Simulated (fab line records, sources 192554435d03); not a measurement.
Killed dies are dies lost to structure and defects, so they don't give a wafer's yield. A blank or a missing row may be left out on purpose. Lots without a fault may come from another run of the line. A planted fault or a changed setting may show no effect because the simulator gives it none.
Split-lot experiment | flow n5_finfet | 7 lots, 21 wafers read, on a route of 1938 steps

THE SPLIT
At N5_HKMG_FIN_COAT_06 (resist thk 90 nm), the setting spin_rpm was moved away from the recipe's 1500 rpm on 7 of the 21 wafers read, by -11.0% to +10.5%. The other wafers ran this setting at the recipe's value.

The reading is taken at the split's own step.

THE READING
CAR-ArF_of_HKMG_FIN_COAT_06.thk_nm (the simulator's own value, which no gauge read), in nm, at N5_HKMG_FIN_COAT_06 (resist thk 90 nm). The file gives no usual value for it. The 14 wafers here that ran the recipe average 89.9 nm, standard deviation 0.14 nm.

wafer  | tool, chamber at the split | spin_rpm as run, rpm | against the recipe | CAR-ArF_of_HKMG_FIN_COAT_06.thk_nm, nm | against lot-mates on the recipe
L075.2 | litho_track-05, 0          | 1335                 | -11.0%             | 95.2                                   | +5.2
L075.4 | litho_track-05, 0          | 1335                 | -11.0%             | 95                                     | +5.0
L075.6 | litho_track-05, 0          | 1500                 | recipe             | 90                                     | -
L076.2 | litho_track-05, 0          | 1500                 | recipe             | 90.2                                   | -
L076.4 | litho_track-05, 0          | 1500                 | recipe             | 90                                     | -
L076.6 | litho_track-05, 0          | 1405                 | -6.3%              | 92.8                                   | +2.7
L079.1 | litho_track-02, 0          | 1500                 | recipe             | 89.8                                   | -
L079.4 | litho_track-02, 0          | 1500                 | recipe             | 89.8                                   | -
L079.6 | litho_track-02, 0          | 1500                 | recipe             | 89.8                                   | -
L083.2 | litho_track-05, 0          | 1449                 | -3.4%              | 91.4                                   | +1.4
L083.5 | litho_track-05, 0          | 1449                 | -3.4%              | 91.4                                   | +1.4
L083.4 | litho_track-05, 0          | 1500                 | recipe             | 90                                     | -
L087.1 | litho_track-03, 0          | 1500                 | recipe             | 90                                     | -
L087.6 | litho_track-03, 0          | 1500                 | recipe             | 90                                     | -
L087.5 | litho_track-03, 0          | 1585                 | +5.7%              | 87.4                                   | -2.6
L092.1 | litho_track-02, 0          | 1500                 | recipe             | 90                                     | -
L092.5 | litho_track-02, 0          | 1657                 | +10.5%             | 85.6                                   | -4.5
L092.6 | litho_track-02, 0          | 1500                 | recipe             | 90.2                                   | -
L096.2 | litho_track-02, 0          | 1500                 | recipe             | 89.8                                   | -
L096.3 | litho_track-02, 0          | 1500                 | recipe             | 89.8                                   | -
L096.4 | litho_track-02, 0          | 1500                 | recipe             | 89.8                                   | -

THE FIT
A straight line over all 21 wafers: CAR-ArF_of_HKMG_FIN_COAT_06.thk_nm changes by -0.449 nm for each +1% of spin_rpm; r = -1.00; the points scatter about the line by 0.16 nm.
The same after taking each lot's own level away (the mean of its wafers on the recipe; 21 wafers): -0.449 nm for each +1%; r = -1.00; scatter 0.1 nm.
On that fit, the largest move of spin_rpm shifts the reading by 4.9 nm.
The lots' own levels span 89.80 to 90.10 nm, that is 2.1 times the standard deviation above.
So the lot-to-lot level changes the slope little: the two slopes agree.
Check: with one of the wafers moved furthest among these (-11.0%) left out of the fit, the line predicts +4.84 nm for it against its lot-mates. It came out at +5.2 nm against them.

OTHER SPLITS ON THESE WAFERS
These wafers also went through other splits before the reading. Each is held against what the fit with the lots' levels taken away leaves over:
other split on the same wafers        | wafers away from the commonest value | r with CAR-ArF_of_HKMG_FIN_COAT_06.thk_nm (lot level and that fit taken away)
N5_FIN_SAQP_SPACER1_ALD_24 ald_cycles | 12                                   | -0.25
N5_FIN_CUT_EXPOSE_05 dose_mj          | 5                                    | -0.66
N5_DUMMY_GATE_PECVD_30 time_s         | 7                                    | -0.14
N5_DUMMY_GATE_COAT_35 spin_rpm        | 7                                    | +0.38
N5_SDB_EXPOSE_08 dose_mj              | 7                                    | +0.35

THE FILE'S OWN FIT
CAR-ArF_of_HKMG_FIN_COAT_06.thk_nm changes by -0.445 nm for each +1% of spin_rpm, r = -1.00.
